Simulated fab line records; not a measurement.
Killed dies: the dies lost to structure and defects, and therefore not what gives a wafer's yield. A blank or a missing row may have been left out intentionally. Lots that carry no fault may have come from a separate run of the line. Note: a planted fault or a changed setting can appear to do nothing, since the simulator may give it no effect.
Matching of chambers    flow nand-harc    NHARC_A_WL_FILL_STRIP_29 on rie-diel-11 has 4 sister chambers
The step strips in O2, time 20 s. 4 wafers are shown with their chamber, then 7 later ones without.

## WAFERS WITH THEIR CHAMBER
wafer   chamber  rf-vpp-V (V)
L074.3  3        57.9
L085.1  1        57.4
L093.1  2        57.5
L093.3  0        57.3

## WAFERS WHOSE CHAMBER IS MISSING
wafer   rf-vpp-V (V)
L093.4  58.0
L092.4  56.3
L092.5  58.9
L092.6  57.7
L097.1  57.0
L097.2  59.1
L097.4  56.8

## CHAMBER TAKEN BY EACH
wafer   from the rows above                in truth
L093.4  can't be placed: 3 or 2 or 1 or 0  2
L092.4  can't be placed: 0 or 1 or 2 or 3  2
L092.5  can't be placed: 3 or 2 or 1 or 0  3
L092.6  can't be placed: 3 or 2 or 1 or 0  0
L097.1  can't be placed: 0 or 1 or 2 or 3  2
L097.2  can't be placed: 3 or 2 or 1 or 0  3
L097.4  can't be placed: 0 or 1 or 2 or 3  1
Correct placement for 0 of the 7. These rows do not allow placing 7 (true chamber among the candidates in 7). 0 placed wrongly.
How it was worked out, from the rows above alone: a wafer's distance from a chamber is the root of the sum, over the readings, of the square of ((its reading less the chamber's mean) divided by the reading's scatter). If the next closest chamber is less than 2 further off than the closest, the wafer can't be placed; otherwise it belongs to the closest. Each chamber's mean is taken over the wafers shown for it. The scatter (one wafer shown for each chamber): square how far every hidden wafer sits from the nearest shown wafer, average those squares and take the square root.
